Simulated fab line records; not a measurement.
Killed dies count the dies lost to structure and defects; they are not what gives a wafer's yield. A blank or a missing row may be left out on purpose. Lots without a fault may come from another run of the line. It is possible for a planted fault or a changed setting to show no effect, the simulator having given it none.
Split-lot study ; flow n5_finfet ; 7 lots, 21 wafers read, on a route of 1938 steps

## ON THE SPLIT
At N5_BEOL_M8_ILD_DEP_00 (deposits SiCOH lowk from DEMS/porogen, target thk 179.75 nm, time 33.4 s), the setting time_s was moved away from the recipe's 33.4 s on 8 of the 21 wafers read, by -6.3% to +8.1%. All remaining wafers had this setting at the recipe value.

## FROM THE SPLIT ON TO THE READING: in between, the file shows 1 step
- N5_BEOL_M8_CURE_74: cures SiCOH lowk, time 240 s

## THE READING
M8_ILD_THK in nanometres, read at N5_BEOL_M8_THK_MEAS_01. On this fab line, fault-free wafers typically give 154.4 nm with a standard deviation of 2 nm.

wafer;tool, chamber at the split;time_s as run, s;against the recipe;M8_ILD_THK, nm;against lot-mates on the recipe
L078.2;pecvd-04, 2;33.4;recipe;150.7;-
L078.5;pecvd-04, 0;33.4;recipe;154.2;-
L078.6;pecvd-04, 2;33.4;recipe;153.3;-
L081.1;pecvd-02, 0;33.4;recipe;153.1;-
L081.4;pecvd-02, 0;31.65;-5.2%;147.4;-5.7
L081.5;pecvd-02, 1;31.65;-5.2%;146.5;-6.6
L083.1;pecvd-01, 0;36.09;+8.1%;169.4;+13.3
L083.2;pecvd-01, 1;33.4;recipe;155.5;-
L083.3;pecvd-01, 2;33.4;recipe;156.6;-
L088.4;pecvd-02, 1;33.4;recipe;156.5;-
L088.5;pecvd-02, 2;33.4;recipe;154.9;-
L088.6;pecvd-02, 0;33.4;recipe;154.6;-
L089.2;pecvd-02, 1;31.29;-6.3%;142.6;-9.9
L089.3;pecvd-02, 0;33.4;recipe;150.6;-
L089.5;pecvd-02, 1;33.4;recipe;154.4;-
L090.1;pecvd-04, 1;35.65;+6.7%;163.9;+11.7
L090.2;pecvd-04, 2;33.4;recipe;152.2;-
L090.4;pecvd-04, 1;35.65;+6.7%;165.5;+13.3
L093.1;pecvd-02, 0;32.05;-4.0%;146.7;-8.0
L093.2;pecvd-02, 2;33.4;recipe;154.7;-
L093.6;pecvd-02, 2;32.05;-4.0%;151.4;-3.3

THE FIT
A straight line over all 21 wafers: M8_ILD_THK changes by +1.61 nm for each +1% of time_s; r = +0.95; the points scatter about the line by 1.9 nm.
The same after taking each lot's own level away (the mean of its wafers on the recipe; 21 wafers): +1.59 nm for each +1%; r = +0.97; scatter 1.5 nm.
On that fit, the largest move of time_s shifts the reading by 13 nm.
Measured against the standard deviation above, the lots' own levels, which go from 152.20 to 156.05 nm, span 1.9 times it.
The two slopes agree, so the slope changes little with the lot-to-lot level.
Check: with one of the wafers moved furthest among these (+8.1%) left out of the fit, the line predicts +13.3 nm for it against its lot-mates. Against them it came out at +13.3 nm.

## ADDITIONAL SPLITS CARRIED BY THESE WAFERS
Note: prior to the reading, these wafers also went through further splits. Each is held against what the fit with the lots' levels taken away leaves over:
other split on the same wafers;wafers away from the commonest value;r with M8_ILD_THK (lot level and that fit taken away)
N5_BEOL_M3_COAT_67 spin_rpm;7;-0.28
N5_BEOL_M4_COAT_05 spin_rpm;4;-0.04
N5_BEOL_M5_COAT_74 spin_rpm;6;+0.18
N5_BEOL_M5_EXPOSE_25 dose_mj;7;-0.01
N5_BEOL_M7_PECVD_70 temp_c;6;-0.10

## THE WHOLE CHAIN: every reading that the file lists as answering this split, in the file's order
step;what it does;reading;change (the file's fit);r (the file's)
N5_BEOL_M8_ILD_DEP_00;deposits SiCOH lowk from DEMS/porogen, target thk 179.75 nm, time 33.4 s;SiCOH_lowk_of_BEOL_M8_ILD_DEP_00.thk_nm (the simulator's own value, which no gauge read);+1.84 nm for each +1% of the setting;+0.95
N5_BEOL_M8_CURE_74;cures SiCOH lowk, time 240 s;SiCOH_lowk_of_BEOL_M8_ILD_DEP_00.thk_nm (the simulator's own value, which no gauge read);+1.6 nm for each +1% of the setting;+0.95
N5_BEOL_M8_THK_MEAS_01;;M8_ILD_THK;+1.59 for each +1% of the setting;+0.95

## THE FILE'S OWN FIT
M8_ILD_THK changes by +1.59 nm for each +1% of time_s, r = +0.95.
